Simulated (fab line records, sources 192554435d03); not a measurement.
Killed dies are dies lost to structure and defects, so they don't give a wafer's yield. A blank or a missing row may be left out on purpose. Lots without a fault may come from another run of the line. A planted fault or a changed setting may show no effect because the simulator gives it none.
fab line records | flow n5_finfet
record lots=10 wafers=30 last_day=16
route steps=1938 shown BEOL_M9@1439 BEOL_M10@1472 PASSIVATION@1936
lots that met no fault: from a run of the same line without faults
start_h: hours from the record's first day to the start of the lot's first wafer shown | wait_h: hours since the lot's step before | " the same as in the row above | L1.1+2: a row that stands for several wafers | - no value, or no start given | * or withheld: withheld | < > ~ a bound
route shown NAME@n: a module of which the file shows steps, and the number in the route of the first | usual: mean/standard deviation of fault-free wafers | same: alike in all rows | chamber/n: place in a boat | sites: the reading at each site | _std_site: their standard deviation | _edge_site: outer sites' mean less inner sites' | radius_mm: how far each site lies from the wafer's centre | mask NAME#n: copy n | behind: the tool/chamber that last shaped the wafer | hold: why the lot was held/for how many hours/how that ended | device: the transistor (n, p or np) that didn't switch | end of line: the same wafers' tests at the end of the route | a step without rows: its recipe alone | killed: dies lost to structure and defects at the first sort, not the wafer's yield | map: a wafer's dies, x killed, . not, _ none there
set.NAME: the setting as run; set.NAME@STEP: as run at that earlier step | model.NAME: the simulator's own value behind a step, which no gauge read
steps of the route over a sample of lots; a table a step, a row a wafer
services: from which hour (start_h, from the record's first day; less than 0 if before it) a tool's chamber was out of use, for how many hours, and why
## steps
# step N5_BEOL_M9_ETCH_65
# recipe chemistry=CF4 target=SiARC target_depth_a=156 mask_material=CAR-EUV time_s=26 ion_energy_ev=80 pressure_mtorr=40 source_w=545 bias_w=36 Ar_flow_sccm=100 cf4_flow_sccm=100 ends=cleared
# usual drypump_motor_current_A=5.8/0.44 etch_rf_on_time_s=25.9/0.84 oes_product_au=0.66/0.076 rf_vpp_V=184.0/1.3 showerhead_plenum_p_Torr=2.13/0.082 throttle_valve_pct=15.71/0.26
# columns lot.wafer tool chamber start_h wait_h drypump_motor_current_A etch_rf_on_time_s oes_product_au rf_hours_counter_h rf_vpp_V showerhead_plenum_p_Torr throttle_valve_pct
L196.3 rie_diel-01 2 199.52 0.0 5.4 27.0 0.61 190 185.3 2.21 15.71
L196.5 " 0 " " 5.5 26.9 0.59 - 183.8 2.13 15.97
L196.6 " 1 " " 5.5 25.7 0.83 - 183.6 2.19 15.56
L198.1 rie_diel-01 0 210.08 0.0 5.5 26.5 0.59 232 183.6 2.13 15.98
L198.4 " 0 " " 5.5 26.6 0.59 - 183.0 2.13 15.99
L198.6 " 1 " " 5.5 25.4 0.82 - 184.5 2.19 15.56
L197.2 rie_diel-01 1 214.43 0.0 5.5 25.9 0.81 7 186.0 2.19 15.57
L197.5 " 2 " " 5.4 26.9 0.61 - 184.5 2.20 15.72
L197.6 " 0 " " 5.5 26.7 0.59 - 183.7 2.13 15.98
L199.2 rie_diel-03 2 222.93 0.0 6.2 27.6 0.57 216 185.9 2.22 15.99
L199.3 " 1 " " 6.8 26.0 0.59 212 181.8 2.04 15.98
L199.4 " 0 " " 5.7 26.8 0.63 169 186.2 2.22 15.95
L200.3 rie_diel-03 1 230.68 0.0 6.8 25.9 0.58 214 182.6 2.04 16.00
L200.4 " 3 " " 5.8 25.2 0.66 128 184.6 2.07 15.30
L200.6 " 0 " " 5.8 26.6 0.63 - 184.7 2.21 15.94
L204.2 rie_diel-03 0 257.84 0.0 5.7 26.4 0.62 180 183.4 2.21 15.96
L204.3 " 3 " " 5.8 25.2 0.66 137 182.7 2.06 15.34
L204.6 " 1 " " 6.8 26.0 0.58 - 183.2 2.04 16.02
L206.1 rie_diel-03 2 268.95 0.0 6.2 27.6 0.56 229 185.0 2.22 16.00
L206.2 " 0 " " 5.7 27.3 0.62 182 186.2 2.21 15.96
L206.5 " 2 " " 6.2 27.8 0.55 - 185.2 2.22 16.01
L207.4 rie_diel-01 3 285.32 0.0 5.4 25.6 0.63 - 185.6 2.15 16.08
L207.5 " 1 " " 5.5 25.0 0.77 - 184.1 2.19 15.63
L207.6 " 2 " " 5.4 26.7 0.60 - 185.2 2.20 15.78
L213.3 rie_diel-03 2 312.64 0.0 6.2 28.0 0.55 240 184.1 2.21 16.02
L213.4 " 1 " " 6.8 26.7 0.57 237 182.5 2.04 16.04
L213.6 " 3 " " 5.8 25.9 0.63 - 182.7 2.06 15.34
L215.1 rie_diel-01 3 324.83 0.0 5.4 25.7 0.63 182 184.0 2.15 16.08
L215.4 " 1 " " 5.5 25.4 0.75 42 183.5 2.18 15.65
L215.6 " 1 " " 5.5 25.4 0.75 - 183.7 2.18 15.64
# step N5_BEOL_M9_VIA_ETCH_34
# recipe chemistry=C4F6/O2 target=SiCOH_lowk target_depth_a=1824 mask_material=SOC taper_deg=4 time_s=68.4 ion_energy_ev=250 pressure_mtorr=30 source_w=345 bias_w=185 Ar_flow_sccm=300 C4F6_flow_sccm=10 O2_flow_sccm=10
# usual drypump_motor_current_A=5.8/0.44 oes_product_au=0.77/0.09 rf_vpp_V=661/19 showerhead_plenum_p_Torr=2.84/0.11 throttle_valve_pct=21.04/0.22
# columns lot.wafer tool chamber start_h wait_h drypump_motor_current_A oes_product_au rf_hours_counter_h rf_vpp_V showerhead_plenum_p_Torr throttle_valve_pct
L196.3 rie_diel-01 2 199.64 0.0 5.4 0.72 190 676 2.95 21.03
L196.5 " 0 " " 5.5 0.69 - 647 2.83 21.23
L196.6 " 1 " " 5.5 0.97 - 656 2.92 20.98
L198.1 rie_diel-01 0 210.21 0.0 5.5 0.68 232 649 2.83 21.25
L198.4 " 0 " " 5.5 0.68 - 648 2.83 21.24
L198.6 " 1 " " 5.5 0.95 - 656 2.92 20.96
L197.2 rie_diel-01 1 214.56 0.0 5.5 0.95 8 656 2.92 20.96
L197.5 " 2 " " 5.4 0.71 - 674 2.94 21.03
L197.6 " 0 " " 5.5 0.68 - 649 2.83 21.25
L199.2 rie_diel-03 2 223.06 0.0 6.2 0.67 216 712 2.92 21.04
L199.3 " 1 " " 6.8 0.68 212 656 2.72 21.29
L199.4 " 0 " " 5.8 0.74 169 680 2.95 21.25
L200.3 rie_diel-03 1 230.81 0.0 6.8 0.69 214 654 2.72 21.31
L200.4 " 3 " " 5.8 0.78 128 657 2.78 20.75
L200.6 " 0 " " 5.8 0.75 - 679 2.95 21.28
L204.2 rie_diel-03 0 257.97 0.0 5.8 0.74 180 679 2.94 21.29
L204.3 " 3 " " 5.8 0.77 137 656 2.77 20.77
L204.6 " 1 " " 6.8 0.67 - 656 2.71 21.31
L206.1 rie_diel-03 2 269.08 0.0 6.2 0.66 229 715 2.92 21.05
L206.2 " 0 " " 5.7 0.73 182 678 2.94 21.28
L206.5 " 2 " " 6.2 0.67 - 713 2.92 21.07
L207.4 rie_diel-01 3 285.46 0.0 5.4 0.74 - 659 2.84 21.30
L207.5 " 1 " " 5.5 0.90 - 655 2.91 21.02
L207.6 " 2 " " 5.4 0.70 - 677 2.93 21.07
L213.3 rie_diel-03 2 312.77 0.0 6.2 0.66 240 712 2.91 21.10
L213.4 " 1 " " 6.8 0.67 237 654 2.71 21.34
L213.6 " 3 " " 5.8 0.75 - 656 2.77 20.79
L215.1 rie_diel-01 3 324.96 0.0 5.4 0.72 182 658 2.83 21.32
L215.4 " 1 " " 5.5 0.87 42 656 2.90 21.02
L215.6 " 1 " " 5.5 0.88 - 655 2.90 21.03
# step N5_BEOL_M9_ECD_50
# recipe material=Cu target_thk_a=3180
# columns lot.wafer tool chamber start_h wait_h
L196.3+5+6 ecd_cu-01 0,1,0 201.53 0.1
L198.1+4+6 ecd_cu-02 1,1,0 212.29 0.1
L197.2+5+6 ecd_cu-01 0,1,0 216.34 0.1
L199.2+3+4 ecd_cu-02 1,1,0 224.80 0.1
L200.3+4+6 ecd_cu-02 0,1,1 232.76 0.1
L204.2+3+6 ecd_cu-02 1,1,0 260.46 0.1
L206.1+2+5 ecd_cu-02 0,1,1 270.84 0.1
L206.1+2+5 ecd_cu-02 0,1,1 271.13 0.3
L207.4+5+6 ecd_cu-01 0,1,0 287.54 0.1
L207.4+5+6 ecd_cu-01 0,1,0 287.83 0.3
L213.3+4+6 ecd_cu-01 1,0,1 314.61 0.1
L213.3+4+6 ecd_cu-01 1,0,1 314.94 0.3
L215.1+4+6 ecd_cu-02 0,1,1 326.90 0.1
# step N5_BEOL_M9_CMP_52
# recipe stop_on=SiCOH_lowk t_overpolish_s=7 down_force_psi=1 platen_rpm=50 clearing_platen_down_force_psi=1.5 clearing_platen_rpm=50 post_cmp_clean=cu_alkaline target_thk_nm=140 clearing_platen_pad_velocity_m_s=0.99484 pad_velocity_m_s=0.99484
# usual barrier_field_endpoint_s=28.7/0.93 motor_current_A=6.0/0.73 overpolish_run_s=7.001/0.0086 slurry_filter_dp_kPa=13.52/0.14 time_to_endpoint_s=65/4.2
# columns lot.wafer tool chamber start_h wait_h barrier_field_endpoint_s motor_current_A overpolish_run_s slurry_filter_dp_kPa time_to_endpoint_s
L196.3 cmp-02 1 201.90 0.2 29.4 7.0 7.009 13.62 67
L196.5 " 1 " " 29.0 6.8 6.999 13.44 66
L196.6 " 2 " " 28.2 4.6 6.989 13.65 62
L198.4 cmp-04 2 212.74 0.2 30.9 5.9 6.995 13.53 68
L198.1 " 0 " " 30.0 6.1 7.020 13.54 70
L198.6 " 2 " " 29.4 5.9 6.982 13.38 67
L197.2 cmp-01 2 216.83 0.3 29.4 5.6 6.984 13.58 64
L197.6 " 0 " " 31.6 6.9 7.011 13.58 72
L197.5 " 1 " " 28.4 5.1 7.001 13.61 59
L199.2 cmp-04 0 225.27 0.3 28.9 6.4 7.004 13.32 67
L199.4 " 2 " " 28.3 6.2 6.995 13.36 65
L199.3 " 3 " " 26.8 6.1 7.006 13.50 55
L200.4 cmp-04 0 233.31 0.1 29.0 6.6 6.991 13.53 62
L200.3 " 3 " " 27.5 5.9 7.021 13.41 54
L200.6 " 0 " " 29.9 6.5 6.996 13.58 65
L204.2 cmp-01 0 261.39 0.2 30.4 6.7 7.010 13.53 74
L204.3 " 1 " " 28.2 5.2 7.002 13.57 67
L204.6 " 1 " " 27.8 5.3 7.009 13.38 63
L206.2 cmp-04 3 271.89 0.5 27.0 5.9 6.996 13.44 114
L206.1 " 0 " " 29.0 6.4 7.015 13.46 128
L206.5 " 2 " " 28.4 6.1 7.009 13.54 125
L207.4 cmp-02 0 288.71 0.2 29.2 5.5 6.994 13.57 137
L207.6 " 2 " " 29.1 4.8 6.994 13.79 131
L207.5 " 3 " " 30.0 6.4 7.000 13.70 133
L213.3 cmp-02 0 315.32 0.2 28.3 5.5 7.013 13.59 130
L213.4 " 3 " " 28.4 6.5 7.007 13.45 124
L213.6 " 1 " " 28.4 7.2 7.014 13.70 131
L215.4 cmp-02 2 327.34 0.2 28.1 4.6 7.005 13.51 61
L215.1 " 0 " " 28.3 5.8 6.997 13.74 67
L215.6 " 2 " " 27.2 4.6 7.006 13.59 61
# step N5_BEOL_M10_THK_MEAS_01
# recipe reads=SiCOH_lowk_of_BEOL_M10_ILD_DEP_00
# usual M10_ILD_THK=270/3.8
# columns lot.wafer tool chamber start_h wait_h M10_ILD_THK[nm]
L196.3 film_metro-02 - 203.02 0.3 268
L196.5 " - " " 266
L196.6 " - " " 271
L198.1 film_metro-02 - 213.81 0.4 269
L198.4 " - " " 269
L198.6 " - " " 277
L197.2 film_metro-01 - 217.88 0.4 269
L197.5 " - " " 273
L197.6 " - " " 279
L199.2 film_metro-02 - 226.38 0.4 265
L199.3 " - " " 270
L199.4 " - " " 268
L200.3 film_metro-02 - 234.39 0.3 273
L200.4 " - " " 275
L200.6 " - " " 274
L204.2 film_metro-02 - 262.55 0.4 266
L204.3 " - " " 272
L204.6 " - " " 268
L206.1 film_metro-01 - 272.90 0.4 264
L206.2 " - " " 268
L206.5 " - " " 271
L207.4 film_metro-02 - 289.75 0.2 270
L207.5 " - " " 276
L207.6 " - " " 269
L213.3 film_metro-01 - 316.40 0.3 268
L213.4 " - " " 274
L213.6 " - " " 274
L215.1 film_metro-01 - 328.87 0.8 261
L215.4 " - " " 266
L215.6 " - " " 272
# step N5_PASSIVATION_PROBE_49
# usual defect_limited_yield=91.2/1.6 killed_at_M0_to_M3=34/11 killed_at_M4_up=13/5.2 killed_at_contacts=13/6.3 killed_at_front_end=40/14 killed_at_other=3.2/2.4 killed_dies=104/19 killed_open=69/14 killed_short=32/7.5 sort_bin_4_leakage=0.00/0.04 sort_bin_5_function=5.3/1.1 sort_bin_6_memory=3.2/0.73 sort_bin_8_speed=0.01/0.038 sort_n_pass=1076/19
# same gross_dies=1180 killed_at_back_side=0
# columns lot.wafer tool chamber start_h wait_h defect_limited_yield[%] killed_at_M0_to_M3 killed_at_M4_up killed_at_contacts killed_at_front_end killed_at_other killed_dies killed_open killed_short sort_bin_4_leakage[%] sort_bin_5_function[%] sort_bin_6_memory[%] sort_bin_8_speed[%] sort_n_pass
L196.3 prober-02 - 262.79 0.1 92.5 17 19 24 29 0 89 61 25 0 5.8 1.6 0 1091
L196.5 prober-02 - 262.89 0.2 93.2 23 9 20 26 2 80 47 32 0 3.8 2.7 0 1100
L196.6 prober-02 - 262.94 0.3 94.9 21 5 10 17 7 60 32 25 0 3.1 2.0 0 1120
L199.2 prober-01 - 287.47 0.1 90.9 32 14 17 42 2 107 73 34 0 5.0 3.7 0 1073
L199.3 prober-01 - 287.52 0.1 90.8 43 18 21 26 1 109 79 29 0 5.3 3.7 0 1071
L199.4 prober-01 - 287.57 0.2 91.0 26 13 23 42 2 106 68 38 0 5.3 3.4 0 1074
L204.2 prober-02 - 315.64 0.1 91.1 25 9 16 54 1 105 74 30 0 5.1 3.2 0 1075
L204.3 prober-02 - 315.69 0.1 92.0 37 14 6 32 5 94 66 28 0 4.8 2.8 0 1086
L204.6 prober-02 - 315.84 0.3 92.3 41 5 7 31 7 91 66 23 0 4.3 3.1 0 1089
L207.4 prober-02 - 358.62 0.2 93.1 28 12 7 33 1 81 36 42 0 4.4 2.1 0 1099
L207.5 prober-02 - 358.67 0.2 90.8 27 15 24 40 3 109 77 30 0 5.3 3.6 0.08 1071
L207.6 prober-02 - 358.72 0.3 93.1 22 9 21 30 0 82 56 26 0 4.5 2.2 0 1098
# killed by level:class
L196.3 MOL_CONTACT_COAG:geometric_particle:open=17 FIN_SAQP:geometric_particle:short=8 BEOL_M3:geometric_particle:open=6 MOL_CONTACT_COAG:geometric_particle:short=6 FIN_SAQP:geometric_particle:open=5 DUMMY_GATE:geometric_particle:open=5 BEOL_M4:geometric_particle:open=5 ILD0:geometric_particle:open=4
L196.5 MOL_CONTACT_COAG:geometric_particle:open=18 FIN_SAQP:geometric_particle:short=7 DUMMY_GATE:geometric_particle:open=6 BEOL_M0_SAQP:geometric_particle:short=6 BEOL_M0_SAQP:geometric_particle:open=5 FIN_SAQP:geometric_particle:open=4 GATE_CUT:geometric_particle:short=3 BEOL_M3:geometric_particle:open=3
L196.6 BEOL_M0_SAQP:geometric_particle:short=7 MOL_CONTACT_COAG:geometric_particle:open=6 STI_FIN_REVEAL:geometric_particle:open=5 BEOL_M3:geometric_particle:open=5 STARTING-WAFER:geometric_particle:open=5 MOL_CONTACT_COAG:geometric_particle:short=4 PASS1_CAP:geometric_particle:short=4 BEOL_M0_SAQP:geometric_particle:open=3
L199.2 MOL_CONTACT_COAG:geometric_particle:open=12 BEOL_M2:geometric_particle:open=11 FIN_SAQP:geometric_particle:open=10 FIN_SAQP:geometric_particle:short=7 BEOL_M4:geometric_particle:open=6 BEOL_M0_SAQP:geometric_particle:open=6 STI_FIN_REVEAL:geometric_particle:open=5 MOL_CONTACT_COAG:geometric_particle:short=5
L199.3 MOL_CONTACT_COAG:geometric_particle:open=20 BEOL_M1:geometric_particle:open=12 BEOL_M0_SAQP:geometric_particle:open=12 BEOL_M0_SAQP:geometric_particle:short=8 STI_FIN_REVEAL:geometric_particle:open=5 BEOL_M4:geometric_particle:open=5 BEOL_M2:geometric_particle:open=4 FIN_SAQP:geometric_particle:short=3
L199.4 MOL_CONTACT_COAG:geometric_particle:open=20 FIN_SAQP:geometric_particle:open=8 BEOL_M2:geometric_particle:open=8 FIN_SAQP:geometric_particle:short=8 STI_FIN_REVEAL:geometric_particle:open=6 BEOL_M0_SAQP:geometric_particle:open=6 GATE_CUT:geometric_particle:short=5 STI_FIN_REVEAL:geometric_particle:short=4
L204.2 MOL_CONTACT_COAG:geometric_particle:open=14 FIN_SAQP:geometric_particle:open=13 FIN_SAQP:geometric_particle:short=10 STI_FIN_REVEAL:geometric_particle:open=6 BEOL_M0:geometric_particle:open=6 ILD0:geometric_particle:short=5 GATE_CUT:geometric_particle:short=5 BEOL_M3:geometric_particle:open=5
L204.3 BEOL_M2:geometric_particle:open=12 BEOL_M4:geometric_particle:open=10 DUMMY_GATE:geometric_particle:open=5 GATE_CUT:geometric_particle:short=5 GATE_CUT:geometric_particle:open=5 MOL_CONTACT_COAG:geometric_particle:open=5 BEOL_M0_SAQP:geometric_particle:short=5 BEOL_M0:geometric_particle:open=5
L204.6 BEOL_M1:geometric_particle:open=14 FIN_SAQP:geometric_particle:open=10 BEOL_M0_SAQP:geometric_particle:open=7 BEOL_M2:geometric_particle:open=6 FIN_SAQP:geometric_particle:short=5 DUMMY_GATE:geometric_particle:open=4 MOL_CONTACT_COAG:geometric_particle:open=4 BEOL_M0:geometric_particle:open=4
L207.4 FIN_SAQP:geometric_particle:short=10 BEOL_M0_SAQP:geometric_particle:short=9 STI_FIN_REVEAL:geometric_particle:open=6 MOL_CONTACT_COAG:geometric_particle:open=5 FIN_SAQP:geometric_particle:open=4 GATE_CUT:geometric_particle:short=4 BEOL_M0_SAQP:geometric_particle:open=4 BEOL_M2:geometric_particle:open=4
L207.5 MOL_CONTACT_COAG:geometric_particle:open=18 FIN_SAQP:geometric_particle:open=10 BEOL_M4:geometric_particle:open=7 FIN_SAQP:geometric_particle:short=6 STI_FIN_REVEAL:geometric_particle:open=6 BEOL_M0_SAQP:geometric_particle:open=6 BEOL_M0_SAQP:geometric_particle:short=6 BEOL_M2:geometric_particle:open=6
L207.6 MOL_CONTACT_COAG:geometric_particle:open=19 BEOL_M0_SAQP:geometric_particle:open=10 ILD0:geometric_particle:short=5 BEOL_M0_SAQP:geometric_particle:short=5 STI_FIN_REVEAL:geometric_particle:open=4 DUMMY_GATE:geometric_particle:open=3 ILD0:geometric_particle:open=3 GATE_CUT:geometric_particle:short=3
## services
# columns tool chamber start_h hours kind
rie_diel-01 1 176.55 - clean
rie_diel-01 1 176.55 - consumable_replace:focus_ring
rie_diel-01 1 176.55 15.4 scheduled_down
rie_diel-01 1 176.55 15.4 vent_cycle
cmp-01 - 183.00 2.6 repair
cmp-04 - 189.72 1.3 repair
cmp-04 - 206.44 1.8 repair
rie_diel-01 3 207.40 19.4 repair
cmp-04 - 243.09 7.8 pm
cmp-01 - 249.27 0.4 repair
cmp-04 - 254.72 11.9 pm
rie_diel-01 0 267.70 - clean
rie_diel-01 0 267.70 - consumable_replace:focus_ring
rie_diel-01 0 267.70 39.1 scheduled_down
rie_diel-01 0 267.70 39.1 vent_cycle
cmp-01 - 267.77 4.0 pm
cmp-02 - 271.79 4.5 repair
rie_diel-01 1 293.98 4.3 repair
rie_diel-03 - 297.78 2.8 pm
cmp-04 - 301.98 4.0 pm
cmp-04 - 305.98 - consumable_replace:conditioner
cmp-04 - 305.98 - consumable_replace:pad
ecd_cu-01 - 313.11 0.9 repair
cmp-01 - 324.78 0.4 repair
## key
first_sign step=N5_BEOL_M9_ECD_50 reading=visit direction=added
effect step=N5_BEOL_M9_CMP_52 reading=time_to_endpoint_s direction=up sigmas=15 usual=* struck=*
met_at N5_BEOL_M9_ECD_50
struck_lots L206,L207,L213
not_acting_at N5_BEOL_M9_ETCH_65,N5_BEOL_M9_VIA_ETCH_34,N5_BEOL_M10_THK_MEAS_01
fault kind=repeated_step_whole tool=ecd_cu-01,ecd_cu-02 chamber=- onset_h=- steps=N5_BEOL_M9_ECD_50 times=1 scope=struck_lots_only
